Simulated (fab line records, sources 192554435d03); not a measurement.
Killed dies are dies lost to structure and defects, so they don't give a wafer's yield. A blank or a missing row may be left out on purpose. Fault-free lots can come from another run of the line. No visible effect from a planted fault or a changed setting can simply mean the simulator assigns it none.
fab line records	flow n5-finfet
record lots=10	wafers=29	last-day=18
route steps=1938 shown ZERO_LAYER@14 WELL_APT@29 BEOL_M4@1111 PASSIVATION@1936
lots that met no fault: taken from a fault-free run of the same line
start-h: start of the lot's first displayed wafer, in hours after the record's first day	wait-h: hours elapsed since this lot's preceding step	" same as the row above	L1.1+2: a row that stands for several wafers	- either no value or no given start	* or withheld: withheld	< > ~ a bound
route shown NAME@n: names a module that has steps shown in the file, with the first one's number in the route	usual: the fault-free wafers' mean and standard deviation	same: alike in all rows	chamber/n: place in a boat	sites: per-site readings	_std_site: how widely they spread, as a standard deviation	_edge_site: the outer-site mean with the inner-site mean subtracted	radius-mm: how far each site lies from the wafer's centre	mask NAME#n: copy n	behind: the most recent tool/chamber to have shaped the wafer	hold: why the lot was held/for how many hours/how that ended	device: names the non-switching transistor (n, p or np)	end of line: tests run on the same wafers once the route is complete	a step with no rows: only its recipe	killed: dies that structure and defects cost at the first sort, which is not the same as the wafer's yield	map: the dies of a wafer, with x for killed, . for not killed, _ for no die there
set.NAME: the setting as run; set.NAME@STEP: as run at that earlier step	model.NAME: the simulator's own value behind a step, which no gauge read
the route's steps for a sample of lots (tables are steps, rows are wafers)
services: the hour from which a tool's chamber was out of use, counted from the record's first day as start-h (under 0 if before that day), plus the number of hours and why
## steps
# step N5_ZERO_LAYER_DESCUM_16
# recipe chemistry=O2	time-s=7.9	source-power-w=50	bias-power-w=20	pressure-mtorr=20	rf-frequency-hz=2.712e+07	temp-c=40	o2-flow-sccm=225
# usual drypump-motor-current-A=5.5/0.4	oes-product-au=0.79/0.089	rf-vpp-V=243.6/1.4	showerhead-plenum-p-Torr=2.12/0.075	throttle-valve-pct=20.31/0.23
lot.wafer	tool	chamber	start-h	wait-h	drypump-motor-current-A	oes-product-au	rf-hours-counter-h	rf-vpp-V	showerhead-plenum-p-Torr	throttle-valve-pct
L266.1	rie-diel-06	1	12.89	0.1	5.6	0.67	246	241.7	1.95	20.31
L266.2	"	0	"	"	5.0	0.80	110	244.3	2.19	20.17
L266.3	"	3	"	"	5.6	0.74	168	244.5	2.17	20.47
L269.1	rie-diel-01	2	30.68	0.0	4.9	0.73	186	242.4	1.98	20.52
L269.4	"	1	"	"	6.0	0.77	131	241.9	2.11	20.54
L269.6	"	1	"	"	6.0	0.77	-	242.8	2.11	20.54
L271.3	rie-diel-05	3	42.68	0.0	5.8	0.75	167	244.8	2.17	20.09
L271.5	"	1	"	"	5.5	0.80	-	245.1	2.20	20.43
L271.6	"	0	"	"	5.9	0.67	-	244.3	2.15	20.42
L272.2	rie-diel-01	1	48.68	0.0	6.1	0.76	135	243.5	2.11	20.53
L272.3	"	2	"	"	4.9	0.73	190	240.5	1.98	20.53
L272.4	"	3	"	"	5.1	0.68	235	241.0	1.99	20.64
L279.2	rie-diel-06	2	90.70	0.0	5.5	0.93	20	242.1	2.12	20.05
L279.5	"	0	"	"	5.0	0.78	-	245.3	2.18	20.21
L279.6	"	3	"	"	5.6	0.72	-	244.2	2.16	20.52
L282.1	rie-diel-06	2	108.83	0.2	5.5	0.90	27	243.7	2.12	20.04
L282.3	"	3	"	"	5.6	0.70	200	244.7	2.16	20.53
L282.4	"	0	"	"	5.0	0.77	143	244.4	2.17	20.21
L284.2	rie-diel-06	3	120.68	0.0	5.5	0.70	204	243.5	2.16	20.53
L284.5	"	1	"	"	5.6	0.89	-	245.0	2.20	20.01
L284.6	"	2	"	"	5.5	0.91	-	244.4	2.12	20.08
L285.1	rie-diel-01	3	126.85	0.2	5.1	0.99	4	246.5	2.25	20.31
L285.2	"	2	"	"	4.9	0.71	213	241.0	1.97	20.58
L285.3	"	0	"	"	6.3	0.82	76	243.2	2.13	20.12
L286.4	rie-diel-05	1	132.68	0.0	5.5	0.76	134	244.7	2.19	20.48
L286.6	"	1	"	"	5.5	0.77	-	246.2	2.19	20.46
L288.1	rie-diel-06	2	144.81	0.0	5.5	0.89	39	244.4	2.11	20.06
L288.2	"	0	"	"	5.0	0.76	157	244.9	2.17	20.25
L288.6	"	3	"	"	5.6	0.70	-	243.7	2.15	20.53
# step N5_WELL_APT_OVL_MEAS_09
# recipe points-per-wafer=44
# usual NWELL_OVL=-1/4.9
# same points-per-wafer=44
lot.wafer	tool	chamber	start-h	wait-h	NWELL_OVL[nm]
L266.1	overlay-02	0	13.92	0.0	6
L266.2	"	0	"	"	10
L266.3	"	0	"	"	9
L269.1	overlay-02	0	31.73	0.0	-4
L269.4	"	0	"	"	4
L269.6	"	0	"	"	-10
L271.3	overlay-01	0	43.88	0.0	-2
L271.5	"	0	"	"	-1
L271.6	"	0	"	"	1
L272.2	overlay-02	0	49.72	0.0	-9
L272.3	"	0	"	"	6
L272.4	"	0	"	"	-6
L279.2	overlay-02	0	91.60	0.0	-3
L279.5	"	0	"	"	8
L279.6	"	0	"	"	-4
L282.1	overlay-01	0	109.86	0.0	-11
L282.3	"	0	"	"	-2
L282.4	"	0	"	"	-2
L284.2	overlay-02	0	121.59	0.0	2
L284.5	"	0	"	"	0
L284.6	"	0	"	"	4
L285.1	overlay-01	0	127.88	0.0	3
L285.2	"	0	"	"	1
L285.3	"	0	"	"	4
L286.4	overlay-01	0	133.61	0.0	5
L286.6	"	0	"	"	3
L288.1	overlay-01	0	145.86	0.0	-4
L288.2	"	0	"	"	-1
L288.6	"	0	"	"	2
# step N5_WELL_APT_INSPECT_10
# recipe mode=adi	inspect-instrument=macro
# usual raw-defect-count=2.2/1.6
lot.wafer	tool	chamber	start-h	wait-h	raw-defect-count
L266.1	defect-inspect-01	-	13.95	0.0	0
L266.2	"	-	"	"	4
L266.3	"	-	"	"	2
L269.1	defect-inspect-01	-	31.76	0.0	2
L269.4	"	-	"	"	0
L269.6	"	-	"	"	2
L271.3	defect-inspect-02	-	43.91	0.0	3
L271.5	"	-	"	"	3
L271.6	"	-	"	"	3
L272.2	defect-inspect-02	-	49.74	0.0	1
L272.3	"	-	"	"	4
L272.4	"	-	"	"	1
L279.2	defect-inspect-02	-	91.63	0.0	3
L279.5	"	-	"	"	2
L279.6	"	-	"	"	3
L282.1	defect-inspect-01	-	109.89	0.0	4
L282.3	"	-	"	"	6
L282.4	"	-	"	"	5
L284.2	defect-inspect-02	-	121.61	0.0	0
L284.5	"	-	"	"	3
L284.6	"	-	"	"	3
L285.1	defect-inspect-01	-	127.90	0.0	2
L285.2	"	-	"	"	7
L285.3	"	-	"	"	0
L286.4	defect-inspect-02	-	133.64	0.0	0
L286.6	"	-	"	"	4
L288.1	defect-inspect-02	-	145.89	0.0	3
L288.2	"	-	"	"	1
L288.6	"	-	"	"	1
# step N5_WELL_APT_IMPLANT_14
# recipe species=P	energy-kev=160	dose-cm2=1.5e+13	tilt-deg=0	rotation-deg=0
# usual dose-ions-cm2=1.4998e+13/1.6e+10	faraday-current-uA=190/3.5
lot.wafer	tool	chamber	start-h	wait-h	dose-ions-cm2	faraday-current-uA
L266.1	implanter-01	0	14.08	0.1	1.499e+13	192
L266.2	"	0	"	"	1.4966e+13	193
L266.3	"	0	"	"	1.4992e+13	187
L269.1	implanter-01	0	31.93	0.1	2.2639e+13	288
L269.4	"	0	"	"	2.264e+13	280
L269.6	"	0	"	"	2.2633e+13	290
L271.3	implanter-01	0	44.12	0.1	2.2622e+13	285
L271.5	"	0	"	"	2.2621e+13	283
L271.6	"	0	"	"	2.2621e+13	285
L272.2	implanter-01	0	49.91	0.1	2.2597e+13	285
L272.3	"	0	"	"	2.2613e+13	274
L272.4	"	0	"	"	2.2618e+13	295
L279.2	implanter-02	0	91.93	0.1	1.4985e+13	196
L279.5	"	0	"	"	1.5002e+13	194
L279.6	"	0	"	"	1.5015e+13	187
L282.1	implanter-01	0	110.02	0.1	1.5011e+13	196
L282.3	"	0	"	"	1.4998e+13	191
L282.4	"	0	"	"	1.5038e+13	190
L284.2	implanter-01	0	122.17	0.1	1.4977e+13	184
L284.5	"	0	"	"	1.4983e+13	197
L284.6	"	0	"	"	1.4985e+13	184
L285.1	implanter-02	0	128.07	0.1	1.5009e+13	187
L285.2	"	0	"	"	1.5003e+13	196
L285.3	"	0	"	"	1.5006e+13	194
L286.4	implanter-01	0	133.87	0.2	1.497e+13	188
L286.6	"	0	"	"	1.4967e+13	191
L288.1	implanter-01	0	146.04	0.1	1.5009e+13	188
L288.2	"	0	"	"	1.4994e+13	187
L288.6	"	0	"	"	1.4983e+13	191
# step N5_BEOL_M4_RC_MEAS_101
# usual DIBL_N=36.1/1.9	DIBL_P=36.4/2.5	IOFF_N=0.16/0.036	IOFF_P=0.22/0.038	ION_N=672/11	ION_P=462/8	RS_NWELL=1035/6.5	SS_N=71.6/0.68	SS_P=73.3/0.77	VT_N=250/3.3	VT_P=-250/3.6
lot.wafer	tool	chamber	start-h	wait-h	DIBL_N[mV/V]	DIBL_P[mV/V]	IOFF_N[nA/um]	IOFF_P[nA/um]	ION_N[uA/um]	ION_P[uA/um]	RS_NWELL[ohm/sq]	SS_N[mV/dec]	SS_P[mV/dec]	VT_N[mV]	VT_P[mV]
L266.1	prober-01	0	195.34	0.0	36.4	38.9	0.17	0.25	680	467	1042	71.6	73.4	249	-249
L266.2	"	0	"	"	38.0	40.3	0.20	0.28	678	466	1039	72.7	74.9	246	-246
L266.3	"	0	"	"	35.3	37.8	0.15	0.23	668	472	1048	71.4	73.2	251	-247
L269.1	prober-01	0	199.49	0.0	32.8	33.3	0.12	0.19	667	460	818	70.5	72.5	253	-251
L269.4	"	0	"	"	32.5	31.6	0.11	0.15	651	446	827	70.9	72.8	256	-254
L269.6	"	0	"	"	31.0	30.9	0.10	0.15	652	457	826	70.5	71.2	254	-253
L271.3	prober-02	0	204.92	0.3	34.8	34.7	0.15	0.18	665	457	820	71.2	73.2	251	-251
L271.5	"	0	"	"	36.2	36.6	0.16	0.20	653	450	822	71.5	73.5	250	-252
L271.6	"	0	"	"	38.0	39.7	0.21	0.25	689	469	827	72.2	73.8	245	-249
L272.2	prober-01	0	227.15	0.2	35.7	38.2	0.16	0.21	675	463	823	71.9	72.9	251	-252
L272.3	"	0	"	"	35.0	37.1	0.14	0.19	660	449	835	71.7	72.8	254	-253
L272.4	"	0	"	"	36.4	39.0	0.16	0.22	654	450	824	72.2	73.8	250	-251
L279.2	prober-01	0	279.38	0.2	36.3	36.3	0.15	0.21	649	448	1020	71.2	73.1	252	-251
L279.5	"	0	"	"	37.1	38.0	0.18	0.23	688	463	1026	72.0	73.9	247	-251
L279.6	"	0	"	"	34.0	34.8	0.12	0.18	645	452	1019	71.3	73.1	257	-253
L282.1	prober-02	0	289.52	0.0	33.1	33.5	0.11	0.17	656	454	1043	71.2	73.2	253	-254
L282.3	"	0	"	"	34.7	34.3	0.13	0.18	653	446	1033	72.0	73.1	254	-254
L282.4	"	0	"	"	35.3	36.8	0.16	0.21	683	461	1039	71.8	73.9	249	-253
L284.2	prober-02	0	297.45	0.2	36.7	35.7	0.17	0.22	687	465	1025	71.8	73.0	246	-250
L284.5	"	0	"	"	37.1	36.9	0.18	0.24	686	468	1033	71.6	73.6	248	-247
L284.6	"	0	"	"	34.6	33.0	0.13	0.17	673	466	1035	70.9	72.4	249	-253
L285.1	prober-02	0	309.15	0.0	36.5	37.3	0.16	0.22	675	468	1038	71.6	73.4	249	-249
L285.2	"	0	"	"	37.7	37.8	0.18	0.22	683	462	1041	71.6	74.1	251	-251
L285.3	"	0	"	"	34.7	34.8	0.13	0.18	659	456	1042	71.2	73.0	251	-254
L286.4	prober-01	0	310.98	0.5	33.9	32.8	0.14	0.20	669	474	1039	71.3	71.6	251	-247
L286.6	"	0	"	"	34.4	35.4	0.14	0.23	675	474	1043	71.8	73.3	252	-244
L288.1	prober-02	0	326.95	0.0	32.3	33.4	0.13	0.16	667	454	1033	70.2	72.0	253	-254
L288.2	"	0	"	"	33.8	34.3	0.15	0.17	667	457	1029	70.9	71.7	252	-254
L288.6	"	0	"	"	34.3	33.7	0.15	0.16	660	449	1033	72.2	72.4	254	-255
# step N5_PASSIVATION_PROBE_49
# usual defect-limited-yield=91.2/1.4	killed_at_M0_to_M3=34/11	killed_at_M4_up=14/6.3	killed-at-contacts=13/7.4	killed-at-front-end=38/11	killed-at-other=4.3/2.9	killed-dies=103/17	killed-open=68/12	killed-short=34/8	sort_bin_5_function=5.1/0.9	sort_bin_6_memory=3.3/0.66	sort-n-pass=1077/17	sort-yield-pct=91.2/1.4
# same gross-dies=1180	killed-at-back-side=0	sort_bin_4_leakage[%]=0	sort_bin_8_speed[%]=0
lot.wafer	tool	chamber	start-h	wait-h	defect-limited-yield[%]	killed_at_M0_to_M3	killed_at_M4_up	killed-at-contacts	killed-at-front-end	killed-at-other	killed-dies	killed-open	killed-short	sort_bin_5_function[%]	sort_bin_6_memory[%]	sort-n-pass	sort-yield-pct[%]
L266.1	prober-01	-	294.99	0.0	91.8	32	12	3	43	7	97	67	29	5.3	2.7	1083	91.8
L266.2	prober-01	-	295.04	0.1	92.5	31	15	7	32	4	89	57	31	5.0	2.2	1091	92.5
L266.3	prober-01	-	295.09	0.1	94.4	24	5	12	21	4	66	52	14	3.6	1.9	1114	94.4
L269.1	prober-01	-	309.80	0.0	91.4	42	15	7	33	5	102	68	34	4.5	3.9	1078	91.4
L269.4	prober-01	-	309.95	0.2	91.4	39	13	13	35	1	101	65	31	4.9	3.1	1079	91.4
L269.6	prober-01	-	310.05	0.3	94.2	25	13	3	26	1	68	44	24	3.8	1.9	1112	94.2
L271.3	prober-01	-	313.36	0.1	92.1	27	10	20	33	3	93	70	22	4.9	2.9	1087	92.1
L271.5	prober-01	-	313.46	0.2	92.2	24	9	21	37	1	92	59	33	4.7	2.7	1088	92.2
L271.6	prober-01	-	313.51	0.3	92.1	7	9	22	51	4	93	50	39	3.9	3.3	1087	92.1
L272.2	prober-01	-	328.24	0.1	89.9	20	16	40	32	11	119	83	36	5.8	3.9	1061	89.9
L272.3	prober-01	-	328.29	0.1	90.9	15	11	22	57	2	107	72	35	5.4	3.4	1073	90.9
L272.4	prober-01	-	328.34	0.2	91.8	19	11	25	38	4	97	69	28	4.2	3.8	1083	91.8
L279.2	prober-02	-	383.00	0.1	91.4	32	15	15	33	7	102	57	43	5.8	2.7	1078	91.4
L279.5	prober-02	-	383.15	0.2	91.6	22	14	17	40	6	99	71	26	5.5	2.6	1081	91.6
L279.6	prober-02	-	383.20	0.3	90.8	47	14	20	26	1	108	62	45	5.8	3.2	1072	90.8
L282.1	prober-02	-	392.85	0.0	93.1	32	16	8	23	3	82	56	26	4.4	2.5	1098	93.1
L282.3	prober-02	-	392.95	0.1	91.1	47	10	2	43	3	105	72	33	5.1	3.1	1075	91.1
L282.4	prober-02	-	393.00	0.2	89.1	39	10	8	70	2	129	70	58	6.5	3.7	1051	89.1
L284.2	prober-01	-	415.57	0.1	90.8	43	13	10	36	6	108	68	36	4.8	4.2	1072	90.8
L284.5	prober-01	-	415.72	0.2	90.1	42	11	14	49	1	117	77	39	5.8	3.7	1063	90.1
L284.6	prober-01	-	415.77	0.3	90.1	47	11	9	46	4	117	71	42	5.6	3.8	1063	90.1
L286.4	prober-01	-	424.26	0.2	88.8	47	27	10	44	4	132	95	37	6.9	3.8	1048	88.8
L286.6	prober-01	-	424.36	0.3	86.7	62	18	5	69	3	157	103	54	8.3	4.6	1023	86.7
L285.1	prober-01	-	424.41	0.0	90.8	18	26	7	52	5	108	77	30	4.5	4.2	1072	90.8
L285.2	prober-01	-	424.46	0.1	91.0	26	16	9	48	7	106	64	29	5.3	3.0	1074	91.0
L285.3	prober-01	-	424.51	0.1	92.6	21	14	17	34	1	87	67	18	4.7	2.3	1093	92.6
L288.1	prober-01	-	436.90	0.0	89.6	42	26	11	43	1	123	77	44	5.8	4.4	1057	89.6
L288.2	prober-01	-	436.95	0.1	92.5	29	17	19	23	1	89	63	26	4.7	2.5	1091	92.5
L288.6	prober-01	-	437.15	0.3	92.1	41	12	13	24	3	93	54	37	4.6	2.7	1087	92.1
# killed by level:class
L266.1 STI_FIN_REVEAL:geometric-particle:open=14 BEOL_M2:geometric-particle:open=9 DUMMY_GATE:geometric-particle:open=5 BEOL_M0_SAQP:geometric-particle:short=5 BEOL_M3:geometric-particle:open=5 BEOL_M4:geometric-particle:open=5 STI_FIN_REVEAL:geometric-particle:short=4 PAD_METAL:geometric-particle:open=4
L266.2 BEOL_M2:geometric-particle:open=11 BEOL_M4:geometric-particle:open=8 MOL_CONTACT_COAG:geometric-particle:open=7 FIN_SAQP:geometric-particle:short=6 STI_FIN_REVEAL:geometric-particle:open=6 BEOL_M0_SAQP:geometric-particle:short=6 DUMMY_GATE:geometric-particle:open=4 STARTING-WAFER:geometric-particle:short=4
L266.3 MOL_CONTACT_COAG:geometric-particle:open=10 BEOL_M2:geometric-particle:open=8 BEOL_M1:geometric-particle:open=6 STI_FIN_REVEAL:geometric-particle:open=6 FIN_SAQP:geometric-particle:open=4 FIN_SAQP:geometric-particle:short=4 BEOL_M3:geometric-particle:open=4 BEOL_M4:geometric-particle:open=3
L269.1 BEOL_M0_SAQP:geometric-particle:open=14 FIN_SAQP:geometric-particle:short=12 BEOL_M1:geometric-particle:open=11 MOL_CONTACT_COAG:geometric-particle:open=6 BEOL_M0_SAQP:geometric-particle:short=6 DUMMY_GATE:geometric-particle:open=5 FIN_SAQP:geometric-particle:open=4 BEOL_M2:geometric-particle:open=4
L269.4 BEOL_M1:geometric-particle:open=14 BEOL_M3:geometric-particle:open=14 MOL_CONTACT_COAG:geometric-particle:open=10 FIN_SAQP:geometric-particle:short=7 FIN_SAQP:geometric-particle:open=5 ILD0:geometric-particle:short=4 BEOL_M4:geometric-particle:open=4 STARTING-WAFER:geometric-particle:short=4
L269.6 BEOL_M1:geometric-particle:open=10 STI_FIN_REVEAL:geometric-particle:open=5 BEOL_M0_SAQP:geometric-particle:short=5 DUMMY_GATE:geometric-particle:open=4 BEOL_M5:geometric-particle:open=4 DUMMY_GATE:geometric-particle:short=3 GATE_CUT:geometric-particle:short=3 MOL_CONTACT_COAG:geometric-particle:short=3
L271.3 MOL_CONTACT_COAG:geometric-particle:open=18 FIN_SAQP:geometric-particle:open=11 BEOL_M2:geometric-particle:open=8 BEOL_M1:geometric-particle:open=7 BEOL_M4:geometric-particle:open=5 STARTING-WAFER:geometric-particle:short=5 BEOL_M0:geometric-particle:short=3 BEOL_M3:geometric-particle:open=3
L271.5 MOL_CONTACT_COAG:geometric-particle:open=15 FIN_SAQP:geometric-particle:short=11 FIN_SAQP:geometric-particle:open=10 MOL_CONTACT_COAG:geometric-particle:short=6 BEOL_M2:geometric-particle:open=5 STARTING-WAFER:geometric-particle:open=5 STI_FIN_REVEAL:geometric-particle:open=4 BEOL_M0_SAQP:geometric-particle:short=4
L271.6 FIN_SAQP:geometric-particle:short=17 MOL_CONTACT_COAG:geometric-particle:open=16 FIN_SAQP:geometric-particle:open=15 MOL_CONTACT_COAG:geometric-particle:short=6 STI_FIN_REVEAL:geometric-particle:open=4 HKMG_FIN:area-etch=3 DUMMY_GATE:geometric-particle:open=2 ILD0:geometric-particle:short=2
L272.2 MOL_CONTACT_COAG:geometric-particle:open=35 BEOL_M4:geometric-particle:open=7 GATE_CUT:geometric-particle:short=6 BEOL_M0_SAQP:geometric-particle:short=6 PASS1_CAP:geometric-particle:open=5 STI_FIN_REVEAL:geometric-particle:open=5 DUMMY_GATE:geometric-particle:open=5 MOL_CONTACT_COAG:geometric-particle:short=5
L272.3 MOL_CONTACT_COAG:geometric-particle:open=17 FIN_SAQP:geometric-particle:open=13 FIN_SAQP:geometric-particle:short=12 STI_FIN_REVEAL:geometric-particle:open=8 MOL_CONTACT_COAG:geometric-particle:short=5 BEOL_M2:geometric-particle:open=5 SPACER0:geometric-particle:open=4 GATE_CUT:geometric-particle:open=4
L272.4 MOL_CONTACT_COAG:geometric-particle:open=22 STI_FIN_REVEAL:geometric-particle:open=9 GATE_CUT:geometric-particle:short=7 FIN_SAQP:geometric-particle:open=5 BEOL_M2:geometric-particle:open=4 BEOL_M3:geometric-particle:open=4 BEOL_M5:geometric-particle:open=4 FIN_SAQP:geometric-particle:short=3
L279.2 MOL_CONTACT_COAG:geometric-particle:open=12 BEOL_M0_SAQP:geometric-particle:short=9 BEOL_M4:geometric-particle:open=7 BEOL_M0_SAQP:geometric-particle:open=6 GATE_CUT:geometric-particle:short=5 STI_FIN_REVEAL:geometric-particle:open=4 ILD0:geometric-particle:short=4 BEOL_M3:geometric-particle:open=4
L279.5 MOL_CONTACT_COAG:geometric-particle:open=13 STI_FIN_REVEAL:geometric-particle:open=9 DUMMY_GATE:geometric-particle:open=8 BEOL_M3:geometric-particle:open=6 STARTING-WAFER:geometric-particle:open=5 FIN_SAQP:geometric-particle:short=4 BEOL_M0_SAQP:geometric-particle:open=4 MOL_CONTACT_COAG:geometric-particle:short=4
L279.6 BEOL_M0_SAQP:geometric-particle:short=22 MOL_CONTACT_COAG:geometric-particle:open=17 BEOL_M0_SAQP:geometric-particle:open=14 BEOL_M4:geometric-particle:open=8 FIN_SAQP:geometric-particle:open=7 BEOL_M4:geometric-particle:short=5 FIN_SAQP:geometric-particle:short=4 BEOL_M1:geometric-particle:open=4
L282.1 BEOL_M0_SAQP:geometric-particle:short=8 BEOL_M4:geometric-particle:open=8 MOL_CONTACT_COAG:geometric-particle:open=7 BEOL_M0_SAQP:geometric-particle:open=6 BEOL_M2:geometric-particle:open=6 FIN_SAQP:geometric-particle:open=5 FIN_SAQP:geometric-particle:short=5 GATE_CUT:geometric-particle:open=5
L282.3 FIN_SAQP:geometric-particle:open=18 FIN_SAQP:geometric-particle:short=10 BEOL_M0_SAQP:geometric-particle:open=10 BEOL_M2:geometric-particle:open=10 BEOL_M0_SAQP:geometric-particle:short=8 BEOL_M3:geometric-particle:open=7 BEOL_M1:geometric-particle:open=5 STARTING-WAFER:geometric-particle:short=3
L282.4 FIN_SAQP:geometric-particle:short=26 FIN_SAQP:geometric-particle:open=20 BEOL_M0_SAQP:geometric-particle:open=16 BEOL_M0_SAQP:geometric-particle:short=12 MOL_CONTACT_COAG:geometric-particle:open=6 GATE_CUT:geometric-particle:short=5 BEOL_M1:geometric-particle:open=4 DUMMY_GATE:geometric-particle:short=3
L284.2 BEOL_M1:geometric-particle:open=10 BEOL_M0_SAQP:geometric-particle:open=8 FIN_SAQP:geometric-particle:short=7 FIN_SAQP:geometric-particle:open=7 BEOL_M0_SAQP:geometric-particle:short=7 BEOL_M2:geometric-particle:open=7 DUMMY_GATE:geometric-particle:open=6 BEOL_M3:geometric-particle:open=6
L284.5 BEOL_M0_SAQP:geometric-particle:open=14 STI_FIN_REVEAL:geometric-particle:open=12 BEOL_M0_SAQP:geometric-particle:short=10 BEOL_M1:geometric-particle:open=10 FIN_SAQP:geometric-particle:open=9 MOL_CONTACT_COAG:geometric-particle:open=8 FIN_SAQP:geometric-particle:short=6 MOL_CONTACT_COAG:geometric-particle:short=6
L284.6 FIN_SAQP:geometric-particle:open=12 BEOL_M0_SAQP:geometric-particle:short=11 FIN_SAQP:geometric-particle:short=10 BEOL_M0_SAQP:geometric-particle:open=10 BEOL_M2:geometric-particle:open=10 MOL_CONTACT_COAG:geometric-particle:open=6 BEOL_M1:geometric-particle:open=6 STI_FIN_REVEAL:geometric-particle:open=5
L286.4 BEOL_M4:geometric-particle:open=16 BEOL_M1:geometric-particle:open=11 BEOL_M3:geometric-particle:open=11 FIN_SAQP:geometric-particle:short=9 STI_FIN_REVEAL:geometric-particle:open=9 MOL_CONTACT_COAG:geometric-particle:open=9 FIN_SAQP:geometric-particle:open=8 BEOL_M0_SAQP:geometric-particle:open=6
L286.6 STI_FIN_REVEAL:geometric-particle:open=17 BEOL_M1:geometric-particle:open=17 FIN_SAQP:geometric-particle:open=15 BEOL_M3:geometric-particle:open=15 FIN_SAQP:geometric-particle:short=11 BEOL_M4:geometric-particle:open=8 BEOL_M0_SAQP:geometric-particle:short=6 BEOL_M0_SAQP:geometric-particle:open=6
L285.1 BEOL_M4:geometric-particle:open=17 STI_FIN_REVEAL:geometric-particle:open=12 FIN_SAQP:geometric-particle:open=10 FIN_SAQP:geometric-particle:short=9 BEOL_M3:geometric-particle:open=9 MOL_CONTACT_COAG:geometric-particle:open=6 STARTING-WAFER:geometric-particle:open=4 STI_FIN_REVEAL:geometric-particle:short=3
L285.2 MOL_CONTACT_COAG:geometric-particle:open=8 BEOL_M4:geometric-particle:open=8 HKMG_FIN:area-etch=8 BEOL_M2:geometric-particle:open=6 DUMMY_GATE:geometric-particle:open=5 GATE_CUT:geometric-particle:short=5 GATE_CUT:geometric-particle:open=5 BEOL_M0_SAQP:geometric-particle:short=5
L285.3 MOL_CONTACT_COAG:geometric-particle:open=14 BEOL_M3:geometric-particle:open=12 FIN_SAQP:geometric-particle:open=10 BEOL_M4:geometric-particle:open=7 STI_FIN_REVEAL:geometric-particle:open=6 BEOL_M2:geometric-particle:open=5 GATE_CUT:geometric-particle:open=4 DUMMY_GATE:geometric-particle:open=3
L288.1 BEOL_M4:geometric-particle:open=17 FIN_SAQP:geometric-particle:short=16 BEOL_M0_SAQP:geometric-particle:short=14 BEOL_M3:geometric-particle:open=12 MOL_CONTACT_COAG:geometric-particle:open=10 FIN_SAQP:geometric-particle:open=9 BEOL_M0_SAQP:geometric-particle:open=7 STI_FIN_REVEAL:geometric-particle:open=5
L288.2 MOL_CONTACT_COAG:geometric-particle:open=13 FIN_SAQP:geometric-particle:short=11 BEOL_M2:geometric-particle:open=10 BEOL_M4:geometric-particle:open=9 BEOL_M0_SAQP:geometric-particle:open=7 MOL_CONTACT_COAG:geometric-particle:short=6 BEOL_M3:geometric-particle:open=5 BEOL_M0_SAQP:geometric-particle:short=4
L288.6 BEOL_M0_SAQP:geometric-particle:short=11 MOL_CONTACT_COAG:geometric-particle:open=10 BEOL_M0_SAQP:geometric-particle:open=10 BEOL_M3:geometric-particle:open=9 STI_FIN_REVEAL:geometric-particle:open=7 BEOL_M3:geometric-particle:short=5 FIN_SAQP:geometric-particle:open=4 BEOL_M4:geometric-particle:short=4
## services
tool	chamber	start-h	hours	kind
rie-diel-06	2	6.77	-	clean
rie-diel-06	2	6.77	-	consumable-replace:focus-ring
rie-diel-06	2	6.77	16.0	scheduled-down
rie-diel-06	2	6.77	16.0	vent-cycle
rie-diel-06	1	23.56	-	clean
rie-diel-06	1	23.56	-	consumable-replace:focus-ring
rie-diel-06	1	23.56	-	consumable-replace:showerhead
rie-diel-06	1	23.56	14.8	scheduled-down
rie-diel-06	1	23.56	14.8	vent-cycle
rie-diel-06	-	26.91	0.5	repair
rie-diel-05	2	35.50	9.6	repair
implanter-02	-	50.88	1.8	repair
rie-diel-05	0	57.12	-	clean
rie-diel-06	3	59.45	3.1	repair
rie-diel-01	-	61.65	0.1	repair
rie-diel-01	2	64.81	7.6	repair
rie-diel-01	3	99.51	-	clean
rie-diel-01	3	99.51	-	consumable-replace:focus-ring
rie-diel-01	3	99.51	-	consumable-replace:showerhead
rie-diel-01	3	99.51	16.1	scheduled-down
rie-diel-01	3	99.51	16.1	vent-cycle
implanter-01	-	114.33	2.8	pm
rie-diel-05	-	114.50	1.7	repair
rie-diel-06	1	137.19	5.7	repair
## key
first-sign step=N5_WELL_APT_IMPLANT_14	reading=dose-ions-cm2	direction=up	sigmas=99+	usual=1.4998e+13	struck=2.2623e+13
effect step=N5_WELL_APT_IMPLANT_14	reading=faraday-current-uA	direction=up	sigmas=27	usual=190	struck=285
effect step=N5_BEOL_M4_RC_MEAS_101	reading=RS_NWELL	direction=down	sigmas=32	usual=1035	struck=825
met-at N5_WELL_APT_IMPLANT_14
struck-lots L269,L271,L272
not-acting-at N5_ZERO_LAYER_DESCUM_16,N5_WELL_APT_OVL_MEAS_09,N5_WELL_APT_INSPECT_10
onset-between 14.08 31.93
fault kind=process-parameter-drift	tool=implanter-01	chamber=-	onset-h=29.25	steps=N5_WELL_APT_IMPLANT_14	channel=dose-cm2	offset=7.6171e+12	shape=step	end-h=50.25	acts-in=these-recipes-only	stated=1.5e+13
